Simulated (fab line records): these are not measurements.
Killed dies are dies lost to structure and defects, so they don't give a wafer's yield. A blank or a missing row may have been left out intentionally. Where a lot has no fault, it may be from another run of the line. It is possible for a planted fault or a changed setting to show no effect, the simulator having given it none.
What tool caused it? / flow n5_finfet / 15 lots, 45 wafers sampled, at 4 steps of a route of 1938

== WHAT THE GAUGES SHOWED, per wafer ==
No reading from a measuring or inspecting step in the record can be judged against a usual standard deviation.

== WHAT TOOL EACH LOT RAN ON (gives the tool, then ch and the chambers of the sampled wafers, and finally the start) ==
lot=L398; N5_BEOL_M11_EXPOSE_08=arfi_scanner-03 ch 0, day 10 05:51; N5_BEOL_M11_ETCH_61=rie_diel-06 ch 0,2, day 10 06:32; N5_BEOL_M11_ETCH_62=rie_diel-06 ch 0,2, day 10 06:35; N5_BEOL_M11_STRIP_19=rie_diel-06 ch 0,1,2, day 10 06:53
lot=L400; N5_BEOL_M11_EXPOSE_08=arfi_scanner-02 ch 0, day 10 19:53; N5_BEOL_M11_ETCH_61=rie_diel-02 ch 0,1,2, day 10 20:11; N5_BEOL_M11_ETCH_62=rie_diel-02 ch 0,1,2, day 10 20:14; N5_BEOL_M11_STRIP_19=rie_diel-06 ch 0,3, day 10 20:32
lot=L401; N5_BEOL_M11_EXPOSE_08=arfi_scanner-01 ch 0, day 10 20:05; N5_BEOL_M11_ETCH_61=rie_diel-02 ch 0,1, day 10 20:26; N5_BEOL_M11_ETCH_62=rie_diel-02 ch 0,1, day 10 20:29; N5_BEOL_M11_STRIP_19=rie_diel-05 ch 0,1,2, day 10 20:47
lot=L402; N5_BEOL_M11_EXPOSE_08=arfi_scanner-01 ch 0, day 11 03:55; N5_BEOL_M11_ETCH_61=rie_diel-06 ch 2,3, day 11 04:10; N5_BEOL_M11_ETCH_62=rie_diel-06 ch 2,3, day 11 04:13; N5_BEOL_M11_STRIP_19=rie_diel-05 ch 1,3, day 11 04:31
lot=L403; N5_BEOL_M11_EXPOSE_08=arfi_scanner-02 ch 0, day 11 12:28; N5_BEOL_M11_ETCH_61=rie_diel-06 ch 1,2,3, day 11 12:44; N5_BEOL_M11_ETCH_62=rie_diel-06 ch 1,2,3, day 11 12:47; N5_BEOL_M11_STRIP_19=rie_diel-02 ch 0,1,2, day 11 13:11
lot=L406; N5_BEOL_M11_EXPOSE_08=arfi_scanner-03, day 13 00:28; N5_BEOL_M11_ETCH_61=rie_diel-02 ch 0,1,2, day 13 00:43; N5_BEOL_M11_ETCH_62=rie_diel-02 ch 0,1,2, day 13 00:46; N5_BEOL_M11_STRIP_19=rie_diel-02 ch 1,2,3, day 13 01:04
lot=L407; N5_BEOL_M11_EXPOSE_08=arfi_scanner-02, day 13 09:31; N5_BEOL_M11_ETCH_61=rie_diel-05 ch 0,1,3, day 13 09:46; N5_BEOL_M11_ETCH_62=rie_diel-05 ch 0,1,3, day 13 09:49; N5_BEOL_M11_STRIP_19=rie_diel-06 ch 0,1,3, day 13 10:07
lot=L408; N5_BEOL_M11_EXPOSE_08=arfi_scanner-01, day 13 10:01; N5_BEOL_M11_ETCH_61=rie_diel-06 ch 0,1,3, day 13 10:16; N5_BEOL_M11_ETCH_62=rie_diel-06 ch 0,1,3, day 13 10:19; N5_BEOL_M11_STRIP_19=rie_diel-05 ch 1,3, day 13 10:37
lot=L417; N5_BEOL_M11_EXPOSE_08=arfi_scanner-01 ch 0, day 15 01:35; N5_BEOL_M11_ETCH_61=rie_diel-06 ch 1,2, day 15 02:02; N5_BEOL_M11_ETCH_62=rie_diel-06 ch 1,2, day 15 02:05; N5_BEOL_M11_STRIP_19=rie_diel-05 ch 0,1,3, day 15 02:23
lot=L415; N5_BEOL_M11_EXPOSE_08=arfi_scanner-03 ch 0, day 15 07:55; N5_BEOL_M11_ETCH_61=rie_diel-06 ch 1,2,3, day 15 08:13; N5_BEOL_M11_ETCH_62=rie_diel-06 ch 1,2,3, day 15 08:16; N5_BEOL_M11_STRIP_19=rie_diel-02 ch 0,1,2, day 15 08:37
lot=L414; N5_BEOL_M11_EXPOSE_08=arfi_scanner-02 ch 0, day 15 08:08; N5_BEOL_M11_ETCH_61=rie_diel-06 ch 2,3, day 15 08:28; N5_BEOL_M11_ETCH_62=rie_diel-06 ch 2,3, day 15 08:31; N5_BEOL_M11_STRIP_19=rie_diel-05 ch 0,1, day 15 08:49
lot=L416; N5_BEOL_M11_EXPOSE_08=arfi_scanner-02 ch 0, day 15 08:23; N5_BEOL_M11_ETCH_61=rie_diel-02 ch 1,2, day 15 08:41; N5_BEOL_M11_ETCH_62=rie_diel-02 ch 1,2, day 15 08:44; N5_BEOL_M11_STRIP_19=rie_diel-06 ch 1,2,3, day 15 09:02
lot=L419; N5_BEOL_M11_EXPOSE_08=arfi_scanner-03 ch 0, day 16 02:16; N5_BEOL_M11_ETCH_61=rie_diel-05 ch 0,1,3, day 16 02:32; N5_BEOL_M11_ETCH_62=rie_diel-05 ch 0,1,3, day 16 02:35; N5_BEOL_M11_STRIP_19=rie_diel-05 ch 0,1,3, day 16 02:58
lot=L418; N5_BEOL_M11_EXPOSE_08=arfi_scanner-01 ch 0, day 16 02:26; N5_BEOL_M11_ETCH_61=rie_diel-06 ch 0,2,3, day 16 02:41; N5_BEOL_M11_ETCH_62=rie_diel-06 ch 0,2,3, day 16 02:44; N5_BEOL_M11_STRIP_19=rie_diel-02 ch 0,1,3, day 16 03:02
lot=L420; N5_BEOL_M11_EXPOSE_08=arfi_scanner-02 ch 0, day 16 07:41; N5_BEOL_M11_ETCH_61=rie_diel-02 ch 1,2,3, day 16 07:56; N5_BEOL_M11_ETCH_62=rie_diel-02 ch 1,2,3, day 16 07:59; N5_BEOL_M11_STRIP_19=rie_diel-05 ch 1,3, day 16 08:22
- N5_BEOL_M11_EXPOSE_08: exposes mask M11.
- N5_BEOL_M11_ETCH_61: etches SiARC in CF4, target depth 39 nm, time 65 s.
- N5_BEOL_M11_ETCH_62: etches SOC in N2/H2, target depth 110 nm, overetch 22 nm, time 165 s.
- N5_BEOL_M11_STRIP_19: strips in O2.

== AS READ BY THE TOOLS THEMSELVES (means over the sampled wafers that have a number; for cases with no such wafer, the mark the record gives instead) ==
N5_BEOL_M11_EXPOSE_08. Usual: exposure_dose_mJ_cm2 54.1, standard deviation 0.37; focus_offset_nm 0.0 nm, standard deviation 0.46.
lot=L398; tool=arfi_scanner-03; exposure_dose_mJ_cm2=54.2; focus_offset_nm (nm)=0.3; flag=
lot=L400; tool=arfi_scanner-02; exposure_dose_mJ_cm2=53.7; focus_offset_nm (nm)=-0.3; flag=
lot=L401; tool=arfi_scanner-01; exposure_dose_mJ_cm2=54.8; focus_offset_nm (nm)=0.3; flag=
lot=L402; tool=arfi_scanner-01; exposure_dose_mJ_cm2=54.6; focus_offset_nm (nm)=0.3; flag=
lot=L403; tool=arfi_scanner-02; exposure_dose_mJ_cm2=53.6; focus_offset_nm (nm)=-0.7; flag=
lot=L406; tool=arfi_scanner-03; exposure_dose_mJ_cm2=-; focus_offset_nm (nm)=-; flag=OFF
lot=L407; tool=arfi_scanner-02; exposure_dose_mJ_cm2=-; focus_offset_nm (nm)=-; flag=OFF
lot=L408; tool=arfi_scanner-01; exposure_dose_mJ_cm2=-; focus_offset_nm (nm)=-; flag=OFF
lot=L417; tool=arfi_scanner-01; exposure_dose_mJ_cm2=54.7; focus_offset_nm (nm)=0.0; flag=
lot=L415; tool=arfi_scanner-03; exposure_dose_mJ_cm2=54.1; focus_offset_nm (nm)=-0.2; flag=
lot=L414; tool=arfi_scanner-02; exposure_dose_mJ_cm2=53.6; focus_offset_nm (nm)=0.1; flag=
lot=L416; tool=arfi_scanner-02; exposure_dose_mJ_cm2=53.7; focus_offset_nm (nm)=0.3; flag=
lot=L419; tool=arfi_scanner-03; exposure_dose_mJ_cm2=54.2; focus_offset_nm (nm)=0.4; flag=
lot=L418; tool=arfi_scanner-01; exposure_dose_mJ_cm2=54.6; focus_offset_nm (nm)=0.3; flag=
lot=L420; tool=arfi_scanner-02; exposure_dose_mJ_cm2=53.7; focus_offset_nm (nm)=0.4; flag=

N5_BEOL_M11_ETCH_61. Usual: drypump_motor_current_A is 5.7 A with standard deviation 0.55, etch_rf_on_time_s is 65.1 s with standard deviation 1.6, oes_product_au is 0.67 a.u. with standard deviation 0.078, rf_fwd_power_W is 539.3 W with standard deviation 2.2, rf_vpp_V is 184.6 V with standard deviation 1.1, showerhead_plenum_p_Torr is 2.19 Torr with standard deviation 0.075, and throttle_valve_pct is 15.63 % with standard deviation 0.23.
lot=L398; tool=rie_diel-06; drypump_motor_current_A (A)=5.4; etch_rf_on_time_s (s)=64.2; oes_product_au (a.u.)=0.70; rf_fwd_power_W (W)=539.5; rf_vpp_V (V)=183.7; showerhead_plenum_p_Torr (Torr)=2.06; throttle_valve_pct (%)=15.60; flag=
lot=L400; tool=rie_diel-02; drypump_motor_current_A (A)=5.3; etch_rf_on_time_s (s)=64.5; oes_product_au (a.u.)=0.74; rf_fwd_power_W (W)=539.4; rf_vpp_V (V)=185.6; showerhead_plenum_p_Torr (Torr)=2.25; throttle_valve_pct (%)=15.65; flag=
lot=L401; tool=rie_diel-02; drypump_motor_current_A (A)=5.5; etch_rf_on_time_s (s)=62.9; oes_product_au (a.u.)=0.76; rf_fwd_power_W (W)=540.6; rf_vpp_V (V)=185.3; showerhead_plenum_p_Torr (Torr)=2.24; throttle_valve_pct (%)=15.75; flag=
lot=L402; tool=rie_diel-06; drypump_motor_current_A (A)=6.1; etch_rf_on_time_s (s)=64.0; oes_product_au (a.u.)=0.74; rf_fwd_power_W (W)=539.7; rf_vpp_V (V)=183.9; showerhead_plenum_p_Torr (Torr)=2.15; throttle_valve_pct (%)=15.50; flag=
lot=L403; tool=rie_diel-06; drypump_motor_current_A (A)=6.3; etch_rf_on_time_s (s)=65.7; oes_product_au (a.u.)=0.71; rf_fwd_power_W (W)=539.4; rf_vpp_V (V)=186.2; showerhead_plenum_p_Torr (Torr)=2.19; throttle_valve_pct (%)=15.45; flag=
lot=L406; tool=rie_diel-02; drypump_motor_current_A (A)=5.3; etch_rf_on_time_s (s)=64.7; oes_product_au (a.u.)=0.31; rf_fwd_power_W (W)=539.6; rf_vpp_V (V)=185.7; showerhead_plenum_p_Torr (Torr)=2.25; throttle_valve_pct (%)=15.66; flag=OFF
lot=L407; tool=rie_diel-05; drypump_motor_current_A (A)=5.8; etch_rf_on_time_s (s)=65.0; oes_product_au (a.u.)=0.28; rf_fwd_power_W (W)=537.8; rf_vpp_V (V)=184.0; showerhead_plenum_p_Torr (Torr)=2.13; throttle_valve_pct (%)=15.67; flag=OFF
lot=L408; tool=rie_diel-06; drypump_motor_current_A (A)=6.1; etch_rf_on_time_s (s)=65.9; oes_product_au (a.u.)=0.29; rf_fwd_power_W (W)=539.8; rf_vpp_V (V)=183.6; showerhead_plenum_p_Torr (Torr)=2.16; throttle_valve_pct (%)=15.51; flag=OFF
lot=L417; tool=rie_diel-06; drypump_motor_current_A (A)=6.1; etch_rf_on_time_s (s)=63.5; oes_product_au (a.u.)=0.74; rf_fwd_power_W (W)=540.0; rf_vpp_V (V)=184.5; showerhead_plenum_p_Torr (Torr)=2.15; throttle_valve_pct (%)=15.49; flag=
lot=L415; tool=rie_diel-06; drypump_motor_current_A (A)=6.3; etch_rf_on_time_s (s)=64.4; oes_product_au (a.u.)=0.68; rf_fwd_power_W (W)=541.1; rf_vpp_V (V)=184.1; showerhead_plenum_p_Torr (Torr)=2.18; throttle_valve_pct (%)=15.51; flag=
lot=L414; tool=rie_diel-06; drypump_motor_current_A (A)=6.3; etch_rf_on_time_s (s)=66.0; oes_product_au (a.u.)=0.65; rf_fwd_power_W (W)=541.3; rf_vpp_V (V)=184.1; showerhead_plenum_p_Torr (Torr)=2.17; throttle_valve_pct (%)=15.57; flag=
lot=L416; tool=rie_diel-02; drypump_motor_current_A (A)=5.2; etch_rf_on_time_s (s)=64.3; oes_product_au (a.u.)=0.75; rf_fwd_power_W (W)=540.7; rf_vpp_V (V)=185.7; showerhead_plenum_p_Torr (Torr)=2.26; throttle_valve_pct (%)=15.46; flag=
lot=L419; tool=rie_diel-05; drypump_motor_current_A (A)=5.8; etch_rf_on_time_s (s)=64.7; oes_product_au (a.u.)=0.69; rf_fwd_power_W (W)=539.9; rf_vpp_V (V)=185.6; showerhead_plenum_p_Torr (Torr)=2.21; throttle_valve_pct (%)=15.55; flag=
lot=L418; tool=rie_diel-06; drypump_motor_current_A (A)=5.8; etch_rf_on_time_s (s)=64.6; oes_product_au (a.u.)=0.65; rf_fwd_power_W (W)=541.3; rf_vpp_V (V)=184.5; showerhead_plenum_p_Torr (Torr)=2.11; throttle_valve_pct (%)=15.62; flag=
lot=L420; tool=rie_diel-02; drypump_motor_current_A (A)=5.4; etch_rf_on_time_s (s)=65.0; oes_product_au (a.u.)=0.70; rf_fwd_power_W (W)=538.8; rf_vpp_V (V)=184.3; showerhead_plenum_p_Torr (Torr)=2.24; throttle_valve_pct (%)=15.67; flag=

N5_BEOL_M11_ETCH_62. Usual: drypump_motor_current_A 5.7 A, standard deviation 0.56; oes_product_au 0.67 a.u., standard deviation 0.07; rf_fwd_power_W 837.4 W, standard deviation 2.6; rf_vpp_V 525.6 V, standard deviation 2.5; showerhead_plenum_p_Torr 2.61 Torr, standard deviation 0.097; throttle_valve_pct 17.86 %, standard deviation 0.27.
lot=L398; tool=rie_diel-06; drypump_motor_current_A (A)=5.4; oes_product_au (a.u.)=0.68; rf_fwd_power_W (W)=835.7; rf_vpp_V (V)=522.0; showerhead_plenum_p_Torr (Torr)=2.45; throttle_valve_pct (%)=17.74; flag=
lot=L400; tool=rie_diel-02; drypump_motor_current_A (A)=5.3; oes_product_au (a.u.)=0.73; rf_fwd_power_W (W)=836.3; rf_vpp_V (V)=527.7; showerhead_plenum_p_Torr (Torr)=2.68; throttle_valve_pct (%)=17.87; flag=
lot=L401; tool=rie_diel-02; drypump_motor_current_A (A)=5.5; oes_product_au (a.u.)=0.74; rf_fwd_power_W (W)=838.6; rf_vpp_V (V)=527.8; showerhead_plenum_p_Torr (Torr)=2.69; throttle_valve_pct (%)=18.15; flag=
lot=L402; tool=rie_diel-06; drypump_motor_current_A (A)=6.1; oes_product_au (a.u.)=0.74; rf_fwd_power_W (W)=840.2; rf_vpp_V (V)=524.0; showerhead_plenum_p_Torr (Torr)=2.55; throttle_valve_pct (%)=17.74; flag=
lot=L403; tool=rie_diel-06; drypump_motor_current_A (A)=6.3; oes_product_au (a.u.)=0.70; rf_fwd_power_W (W)=835.6; rf_vpp_V (V)=525.7; showerhead_plenum_p_Torr (Torr)=2.61; throttle_valve_pct (%)=17.68; flag=
lot=L406; tool=rie_diel-02; drypump_motor_current_A (A)=5.3; oes_product_au (a.u.)=0.71; rf_fwd_power_W (W)=836.4; rf_vpp_V (V)=527.3; showerhead_plenum_p_Torr (Torr)=2.68; throttle_valve_pct (%)=17.91; flag=
lot=L407; tool=rie_diel-05; drypump_motor_current_A (A)=5.8; oes_product_au (a.u.)=0.63; rf_fwd_power_W (W)=838.8; rf_vpp_V (V)=523.2; showerhead_plenum_p_Torr (Torr)=2.53; throttle_valve_pct (%)=17.95; flag=
lot=L408; tool=rie_diel-06; drypump_motor_current_A (A)=6.1; oes_product_au (a.u.)=0.64; rf_fwd_power_W (W)=838.3; rf_vpp_V (V)=524.6; showerhead_plenum_p_Torr (Torr)=2.58; throttle_valve_pct (%)=17.73; flag=
lot=L417; tool=rie_diel-06; drypump_motor_current_A (A)=6.1; oes_product_au (a.u.)=0.72; rf_fwd_power_W (W)=838.8; rf_vpp_V (V)=523.1; showerhead_plenum_p_Torr (Torr)=2.55; throttle_valve_pct (%)=17.71; flag=
lot=L415; tool=rie_diel-06; drypump_motor_current_A (A)=6.3; oes_product_au (a.u.)=0.67; rf_fwd_power_W (W)=837.0; rf_vpp_V (V)=525.9; showerhead_plenum_p_Torr (Torr)=2.60; throttle_valve_pct (%)=17.73; flag=
lot=L414; tool=rie_diel-06; drypump_motor_current_A (A)=6.3; oes_product_au (a.u.)=0.64; rf_fwd_power_W (W)=838.1; rf_vpp_V (V)=525.4; showerhead_plenum_p_Torr (Torr)=2.58; throttle_valve_pct (%)=17.80; flag=
lot=L416; tool=rie_diel-02; drypump_motor_current_A (A)=5.2; oes_product_au (a.u.)=0.74; rf_fwd_power_W (W)=837.9; rf_vpp_V (V)=527.8; showerhead_plenum_p_Torr (Torr)=2.69; throttle_valve_pct (%)=17.68; flag=
lot=L419; tool=rie_diel-05; drypump_motor_current_A (A)=5.8; oes_product_au (a.u.)=0.68; rf_fwd_power_W (W)=837.4; rf_vpp_V (V)=526.6; showerhead_plenum_p_Torr (Torr)=2.63; throttle_valve_pct (%)=17.83; flag=
lot=L418; tool=rie_diel-06; drypump_motor_current_A (A)=5.8; oes_product_au (a.u.)=0.64; rf_fwd_power_W (W)=839.3; rf_vpp_V (V)=523.0; showerhead_plenum_p_Torr (Torr)=2.50; throttle_valve_pct (%)=17.81; flag=
lot=L420; tool=rie_diel-02; drypump_motor_current_A (A)=5.4; oes_product_au (a.u.)=0.68; rf_fwd_power_W (W)=835.2; rf_vpp_V (V)=527.1; showerhead_plenum_p_Torr (Torr)=2.67; throttle_valve_pct (%)=17.92; flag=

N5_BEOL_M11_STRIP_19. Usual: drypump_motor_current_A 5.7 A, standard deviation 0.49; oes_product_au 0.78 a.u., standard deviation 0.088; rf_vpp_V 3.6 V, standard deviation 0.63; showerhead_plenum_p_Torr 2.14 Torr, standard deviation 0.074; throttle_valve_pct 16.72 %, standard deviation 0.25.
lot=L398; tool=rie_diel-06; drypump_motor_current_A (A)=5.9; oes_product_au (a.u.)=0.86; rf_vpp_V (V)=3.3; showerhead_plenum_p_Torr (Torr)=2.08; throttle_valve_pct (%)=16.49; flag=
lot=L400; tool=rie_diel-06; drypump_motor_current_A (A)=6.0; oes_product_au (a.u.)=0.73; rf_vpp_V (V)=2.6; showerhead_plenum_p_Torr (Torr)=2.11; throttle_valve_pct (%)=16.59; flag=
lot=L401; tool=rie_diel-05; drypump_motor_current_A (A)=5.6; oes_product_au (a.u.)=0.75; rf_vpp_V (V)=4.1; showerhead_plenum_p_Torr (Torr)=2.08; throttle_valve_pct (%)=16.88; flag=
lot=L402; tool=rie_diel-05; drypump_motor_current_A (A)=5.7; oes_product_au (a.u.)=0.80; rf_vpp_V (V)=3.9; showerhead_plenum_p_Torr (Torr)=2.15; throttle_valve_pct (%)=16.65; flag=
lot=L403; tool=rie_diel-02; drypump_motor_current_A (A)=5.3; oes_product_au (a.u.)=0.86; rf_vpp_V (V)=3.5; showerhead_plenum_p_Torr (Torr)=2.21; throttle_valve_pct (%)=16.72; flag=
lot=L406; tool=rie_diel-02; drypump_motor_current_A (A)=5.4; oes_product_au (a.u.)=0.85; rf_vpp_V (V)=3.6; showerhead_plenum_p_Torr (Torr)=2.20; throttle_valve_pct (%)=16.65; flag=
lot=L407; tool=rie_diel-06; drypump_motor_current_A (A)=6.1; oes_product_au (a.u.)=0.75; rf_vpp_V (V)=3.4; showerhead_plenum_p_Torr (Torr)=2.12; throttle_valve_pct (%)=16.53; flag=
lot=L408; tool=rie_diel-05; drypump_motor_current_A (A)=5.6; oes_product_au (a.u.)=0.75; rf_vpp_V (V)=3.6; showerhead_plenum_p_Torr (Torr)=2.16; throttle_valve_pct (%)=16.63; flag=
lot=L417; tool=rie_diel-05; drypump_motor_current_A (A)=5.8; oes_product_au (a.u.)=0.82; rf_vpp_V (V)=3.7; showerhead_plenum_p_Torr (Torr)=2.17; throttle_valve_pct (%)=16.63; flag=
lot=L415; tool=rie_diel-02; drypump_motor_current_A (A)=5.3; oes_product_au (a.u.)=0.82; rf_vpp_V (V)=3.3; showerhead_plenum_p_Torr (Torr)=2.20; throttle_valve_pct (%)=16.76; flag=
lot=L414; tool=rie_diel-05; drypump_motor_current_A (A)=6.0; oes_product_au (a.u.)=0.90; rf_vpp_V (V)=3.4; showerhead_plenum_p_Torr (Torr)=2.19; throttle_valve_pct (%)=16.56; flag=
lot=L416; tool=rie_diel-06; drypump_motor_current_A (A)=6.3; oes_product_au (a.u.)=0.79; rf_vpp_V (V)=4.2; showerhead_plenum_p_Torr (Torr)=2.13; throttle_valve_pct (%)=16.50; flag=
lot=L419; tool=rie_diel-05; drypump_motor_current_A (A)=5.8; oes_product_au (a.u.)=0.80; rf_vpp_V (V)=3.6; showerhead_plenum_p_Torr (Torr)=2.17; throttle_valve_pct (%)=16.61; flag=
lot=L418; tool=rie_diel-02; drypump_motor_current_A (A)=5.4; oes_product_au (a.u.)=0.76; rf_vpp_V (V)=3.2; showerhead_plenum_p_Torr (Torr)=2.18; throttle_valve_pct (%)=16.98; flag=
lot=L420; tool=rie_diel-05; drypump_motor_current_A (A)=5.7; oes_product_au (a.u.)=0.76; rf_vpp_V (V)=4.6; showerhead_plenum_p_Torr (Torr)=2.14; throttle_valve_pct (%)=16.74; flag=

== THE ANSWER, worked out from the rows above alone ==
Rule: a lot is off if the mean of its wafers that have a number lies more than 3 standard deviations from the usual mean. Also off: a lot with no number at a reading for which 4 or more lots have one. Any other lot the step has rows for is counted as sound. First the gauges in route order, then the tools' own readings, where a lot's mean is used as printed above. The first step at which some lot is off is used, and at that step the reading that is off furthest; a lot without a number counts as furthest.
Off, at N5_BEOL_M11_EXPOSE_08 on exposure_dose_mJ_cm2: L406, L407, L408. Without a number there: L406, L407, L408.
If a tool, at that step or one of the process steps before it, ran each lot that is off and ran no sound lot following the first of them, it fits. Not one of the candidates tried fits.

== WHAT THE SIMULATOR PUT IN ==
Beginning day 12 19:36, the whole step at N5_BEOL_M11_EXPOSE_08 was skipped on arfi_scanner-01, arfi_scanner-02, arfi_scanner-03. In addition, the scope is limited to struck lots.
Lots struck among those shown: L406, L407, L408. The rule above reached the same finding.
